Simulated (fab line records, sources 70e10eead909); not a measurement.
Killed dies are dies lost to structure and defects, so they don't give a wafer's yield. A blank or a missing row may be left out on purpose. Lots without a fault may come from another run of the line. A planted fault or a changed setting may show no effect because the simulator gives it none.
Chamber matching | flow nand_harc | NHARC_P_M2_ETCH_35 on rie_diel-06: 4 sister chambers
The step etches the open film in N2/H2, target depth 40 nm, overetch 12 nm, time 43.94 s. 20 wafers are shown with their chamber, then 10 later ones without.

WAFERS WITH THEIR CHAMBER
wafer  | chamber | drypump_motor_current_A (A) | rf_vpp_V (V) | oes_product_au (a.u.)
L812.2 | 0       | 5.4                         | 428.5        | 1.002
L812.4 | 3       | 6.4                         | 429.8        | 0.986
L812.5 | 1       | 6.0                         | 432.1        | 1.005
L815.1 | 3       | 6.4                         | 427.0        | 0.985
L815.4 | 0       | 5.4                         | 427.7        | 1.011
L815.6 | 0       | 5.4                         | 428.1        | 1.009
L814.1 | 2       | 5.8                         | 434.5        | 0.998
L814.2 | 1       | 6.0                         | 431.1        | 0.998
L814.5 | 3       | 6.4                         | 428.6        | 0.981
L821.1 | 2       | 5.8                         | 437.5        | 0.997
L821.2 | 1       | 5.9                         | 432.5        | 0.997
L821.3 | 0       | 5.4                         | 427.4        | 1.008
L827.1 | 1       | 6.1                         | 432.1        | 0.996
L827.2 | 2       | 5.8                         | 435.3        | 1.001
L827.5 | 2       | 5.8                         | 436.5        | 1.000
L829.1 | 3       | 6.4                         | 428.4        | 0.985
L829.2 | 2       | 5.8                         | 436.2        | 1.017
L829.6 | 2       | 5.8                         | 434.2        | 1.002
L830.1 | 2       | 5.8                         | 434.8        | 1.002
L830.3 | 1       | 6.0                         | 431.6        | 0.992

SIGNATURES (means of the wafers above)
reading                 | chamber 0 | chamber 1 | chamber 2 | chamber 3 | scatter within a chamber
drypump_motor_current_A | 5.400     | 6.000     | 5.800     | 6.400     | 0.0354
rf_vpp_V                | 427.925   | 431.880   | 435.571   | 428.450   | 0.951
oes_product_au          | 1.00750   | 0.99760   | 1.00243   | 0.98425   | 0.00512
Rule: a wafer's distance from a chamber is the root of the sum, over the readings, of the square of ((its reading less the chamber's mean) divided by the reading's scatter). The wafer belongs to the nearest chamber; if the next one is less than 2 further off, it can't be placed. The scatter: the root of (the sum of the squares of (reading less its chamber's mean) over the shown wafers, divided by (wafers less chambers)).

WAFERS WITHOUT THEIR CHAMBER
wafer  | drypump_motor_current_A (A) | rf_vpp_V (V) | oes_product_au (a.u.)
L830.5 | 5.3                         | 429.1        | 1.010
L833.2 | 5.8                         | 435.3        | 0.997
L833.4 | 5.4                         | 428.4        | 0.997
L833.5 | 5.4                         | 425.9        | 0.997
L834.1 | 5.4                         | 427.8        | 0.999
L834.3 | 5.8                         | 435.1        | 1.012
L834.4 | 6.4                         | 430.0        | 1.003
L835.3 | 6.4                         | 429.0        | 1.004
L835.4 | 6.0                         | 432.1        | 0.984
L835.6 | 6.4                         | 427.2        | 0.985

WHICH CHAMBER EACH WENT THROUGH
wafer  | from the rows above | in truth
L830.5 | 0                   | 0
L833.2 | 2                   | 2
L833.4 | 0                   | 0
L833.5 | 0                   | 0
L834.1 | 0                   | 0
L834.3 | 2                   | 2
L834.4 | 3                   | 3
L835.3 | 3                   | 3
L835.4 | 1                   | 1
L835.6 | 3                   | 3
Placed correctly: 10 of 10. Can't be placed from these rows: 0. Placed wrongly: 0.
